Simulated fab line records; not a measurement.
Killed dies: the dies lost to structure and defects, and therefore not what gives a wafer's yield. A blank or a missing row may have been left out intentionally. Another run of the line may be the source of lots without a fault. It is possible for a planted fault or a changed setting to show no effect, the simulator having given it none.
What tool caused it?	flow nandHarc	42 wafers from 14 lots sampled at 5 of the route's 1159 steps

WHAT THE GAUGES READ, wafer by wafer
NHARC_A_M0_CD_MEAS_09: target cd 80 nm. Usual: 80.1 nm for cdNm, sd 0.51.
lot	measured	on	cdNm (nm)	flag
L624	day 17 22:16	cdSem-01	79.7 80.5 80.8	
L625	day 18 00:39	cdSem-02	80.6 80.6 80.1	
L626	day 18 03:29	cdSem-01	80.0 79.9 80.3	
L627	day 18 19:56	cdSem-03	79.2 80.3 79.7	
L629	day 18 21:01	cdSem-01	79.4 79.1 79.5	
L631	day 19 01:29	cdSem-03	81.0 80.4 80.6	
L630	day 19 09:35	cdSem-02	80.3 80.1 80.3	
L632	day 20 04:29	cdSem-01	79.9 80.2 80.5	
L634	day 20 07:17	cdSem-03	80.3 80.0 79.9	
L643	day 22 03:22	cdSem-01	62.0 62.1 62.2	OFF
L642	day 22 20:41	cdSem-02	79.4 79.6 78.9	
L639	day 22 21:05	cdSem-02	69.1 69.4 69.5	OFF
L644	day 22 23:58	cdSem-01	79.8 79.9 80.2	
L647	day 23 04:35	cdSem-01	80.6 81.0 81.3	

NHARC_A_M0_INSPECT_11. Usual: 29 for rawDefectCount, sd 15.
lot	measured	on	rawDefectCount	flag
L624	day 17 22:23	defectInspect-01	24 22 19	
L625	day 18 00:47	defectInspect-01	12 10 5	
L626	day 18 03:38	defectInspect-01	19 18 21	
L627	day 18 20:03	defectInspect-02	8 10 5	
L629	day 18 21:09	defectInspect-02	42 41 20	
L631	day 19 01:37	defectInspect-02	19 16 14	
L630	day 19 09:43	defectInspect-02	29 31 25	
L632	day 20 04:36	defectInspect-02	23 29 14	
L634	day 20 07:25	defectInspect-02	14 18 17	
L643	day 22 03:29	defectInspect-01	22 21 13	
L642	day 22 20:48	defectInspect-01	51 59 57	
L639	day 22 21:12	defectInspect-01	26 29 32	
L644	day 23 00:06	defectInspect-01	64 50 55	
L647	day 23 04:43	defectInspect-01	26 19 18	

EACH LOT AND THE TOOL THAT RAN IT (in order: tool; ch and the chambers of the sampled wafers; start)
lot	NHARC_A_BLC_DESCUM_15	NHARC_A_BLC_ETCH_16	NHARC_A_M0_EXPOSE_06
L624	rieDiel-02 ch 0,1,3, day 17 15:35	rieDiel-02 ch 1,2,3, day 17 15:40	arfiScanner-02 ch 0, day 17 22:07
L625	rieDiel-02 ch 0,1, day 17 20:46	rieDiel-02 ch 0,1,3, day 17 20:52	arfiScanner-02 ch 0, day 18 00:31
L626	rieDiel-02 ch 1,2, day 17 23:32	rieDiel-02 ch 1,2,3, day 17 23:38	arfiScanner-01 ch 0, day 18 03:21
L627	rieDiel-09 ch 1,2,3, day 18 10:59	rieDiel-09 ch 0,1,2, day 18 11:05	arfiScanner-02 ch 0, day 18 19:47
L629	rieDiel-05 ch 0,1, day 18 17:04	rieDiel-05 ch 1,3, day 18 17:11	arfiScanner-01 ch 0, day 18 20:52
L631	rieDiel-02 ch 0,1,2, day 18 21:37	rieDiel-02 ch 1,2, day 18 21:41	arfiScanner-02 ch 0, day 19 01:22
L630	rieDiel-05 ch 1,2,3, day 19 05:15	rieDiel-05 ch 0,1,3, day 19 05:23	arfiScanner-02 ch 0, day 19 09:26
L632	rieDiel-02 ch 1,2,3, day 19 17:55	rieDiel-02 ch 1,3, day 19 17:58	arfiScanner-03 ch 0, day 20 04:20
L634	rieDiel-02 ch 0,3, day 20 02:31	rieDiel-02 ch 0,2,3, day 20 02:37	arfiScanner-02 ch 0, day 20 07:08
L643	rieDiel-02 ch 1,2,3, day 21 23:28	rieDiel-02 ch 0,1,2, day 21 23:33	arfiScanner-01 ch 0, day 22 03:13
L642	rieDiel-09 ch 2,3, day 22 12:46	rieDiel-09 ch 1,3, day 22 12:53	arfiScanner-03 ch 0, day 22 20:32
L639	rieDiel-09 ch 2,3, day 22 15:27	rieDiel-09 ch 1,2,3, day 22 15:34	arfiScanner-01 ch 0, day 22 20:56
L644	rieDiel-02 ch 0,2,3, day 22 16:10	rieDiel-02 ch 0,2, day 22 16:16	arfiScanner-03 ch 0, day 22 23:50
L647	rieDiel-02 ch 0,2, day 23 00:29	rieDiel-02 ch 0,2,3, day 23 00:35	arfiScanner-03 ch 0, day 23 04:26
- NHARC_A_BLC_DESCUM_15: chemistry O2, time 3 s.
- NHARC_A_BLC_ETCH_16: etches the open film in CF4, target depth 39 nm, time 65 s.
- NHARC_A_M0_EXPOSE_06: exposes mask A M0, target cd 80 nm.

AS READ BY THE TOOLS THEMSELVES (means over the sampled wafers that have a number; for cases with no such wafer, the mark the record gives instead)
NHARC_A_BLC_DESCUM_15. Usual: drypumpMotorCurrentA 5.7 A, standard deviation 0.37; oesProductAu 1.001 a.u., standard deviation 0.0074; rfVppV 57.7 V, standard deviation 0.87; showerheadPlenumPTorr 1.88 Torr, standard deviation 0.08; throttleValvePct 11.310 %, standard deviation 0.0097.
lot	tool	drypumpMotorCurrentA (A)	oesProductAu (a.u.)	rfVppV (V)	showerheadPlenumPTorr (Torr)	throttleValvePct (%)	flag
L624	rieDiel-02	5.6	1.005	57.0	1.85	11.320	
L625	rieDiel-02	5.6	0.995	57.3	1.86	11.319	
L626	rieDiel-02	5.6	1.004	57.4	1.84	11.310	
L627	rieDiel-09	5.7	0.991	58.4	1.98	11.318	
L629	rieDiel-05	6.1	1.006	58.3	1.93	11.318	
L631	rieDiel-02	5.4	0.997	57.9	1.83	11.308	
L630	rieDiel-05	5.8	0.995	57.8	1.88	11.303	
L632	rieDiel-02	5.7	1.008	57.0	1.83	11.310	
L634	rieDiel-02	5.7	0.997	57.8	1.85	11.316	
L643	rieDiel-02	5.7	1.001	56.6	1.83	11.310	
L642	rieDiel-09	6.0	0.998	58.8	2.01	11.313	
L639	rieDiel-09	6.1	0.999	58.8	2.01	11.311	
L644	rieDiel-02	5.5	1.005	57.2	1.82	11.297	
L647	rieDiel-02	5.2	1.001	57.3	1.79	11.324	

NHARC_A_BLC_ETCH_16. Usual: drypumpMotorCurrentA 5.6 A, standard deviation 0.37; oesProductAu 1.002 a.u., standard deviation 0.0073; rfVppV 150.8 V, standard deviation 1.2; showerheadPlenumPTorr 1.74 Torr, standard deviation 0.067; throttleValvePct 13.285 %, standard deviation 0.0089.
lot	tool	drypumpMotorCurrentA (A)	oesProductAu (a.u.)	rfVppV (V)	showerheadPlenumPTorr (Torr)	throttleValvePct (%)	flag
L624	rieDiel-02	5.7	0.993	149.6	1.70	13.289	
L625	rieDiel-02	5.6	0.998	151.0	1.72	13.288	
L626	rieDiel-02	5.7	0.996	150.4	1.70	13.277	
L627	rieDiel-09	5.5	0.993	151.8	1.76	13.287	
L629	rieDiel-05	6.0	1.001	151.0	1.71	13.278	
L631	rieDiel-02	5.6	0.994	150.6	1.70	13.294	
L630	rieDiel-05	6.0	1.011	150.9	1.75	13.286	
L632	rieDiel-02	5.8	1.005	150.3	1.73	13.291	
L634	rieDiel-02	5.5	1.003	149.7	1.69	13.284	
L643	rieDiel-02	5.4	1.010	150.3	1.69	13.282	
L642	rieDiel-09	5.4	1.001	151.9	1.85	13.278	
L639	rieDiel-09	5.7	0.993	151.9	1.83	13.285	
L644	rieDiel-02	5.3	1.006	149.5	1.66	13.286	
L647	rieDiel-02	5.5	1.001	150.8	1.69	13.284	

NHARC_A_M0_EXPOSE_06. Usual: exposureDoseMJCm2 83.25, standard deviation 0.079; reticleTempC 23.00 C, standard deviation 0.11.
lot	tool	exposureDoseMJCm2	reticleTempC (C)	flag
L624	arfiScanner-02	83.19	23.00	
L625	arfiScanner-02	83.22	22.86	
L626	arfiScanner-01	83.25	23.00	
L627	arfiScanner-02	83.25	23.01	
L629	arfiScanner-01	83.27	23.10	
L631	arfiScanner-02	83.23	22.98	
L630	arfiScanner-02	83.27	22.94	
L632	arfiScanner-03	83.37	22.96	
L634	arfiScanner-02	83.21	23.07	
L643	arfiScanner-01	62.71	23.00	OFF
L642	arfiScanner-03	83.34	23.04	
L639	arfiScanner-01	69.99	22.90	OFF
L644	arfiScanner-03	83.32	23.07	
L647	arfiScanner-03	83.35	23.15	

THE ANSWER, worked out from the rows above alone
Rule: take the mean of a lot's wafers that have a number; if it is more than 3 standard deviations from the usual mean, the lot is off. A lot without any number at a reading at which 4 lots or more have one is off too. Any other lot the step has rows for is counted as sound. After the gauges, taken in route order, come the tools' own readings; for these a lot's mean is taken, as printed above. The first step at which some lot is off is used, and at that step the reading that is off furthest; a lot without a number counts as furthest.
Off: L643, L639, at NHARC_A_M0_CD_MEAS_09 (cdNm).
A tool fits if, at a process step before that reading, it ran every lot that is off, and no sound lot after the first of them. Not tried: the gauges at NHARC_A_M0_CD_MEAS_09; whatever is off there is also off at NHARC_A_M0_EXPOSE_06, on other tools, and gauge error can't account for it. One fits: arfiScanner-01 at NHARC_A_M0_EXPOSE_06. Its last sound lot is L629 (day 18 20:52), its first lot that is off L643 (day 22 03:13): a fault that began between those two fits.
The tool's own readings at NHARC_A_M0_EXPOSE_06 bear it out: on the lots that are off they differ by more than 5 times the standard deviation of the sound lots' means. exposureDoseMJCm2 reads 66.35 there against 83.27 on the sound lots.

WHAT THE SIMULATOR HAD PUT IN
Drift in process parameters on arfiScanner-01 at NHARC_A_M0_EXPOSE_06, starting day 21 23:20. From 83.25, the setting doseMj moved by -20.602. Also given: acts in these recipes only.
Lots struck among those shown: L643, L639. The rule given above showed the same thing.
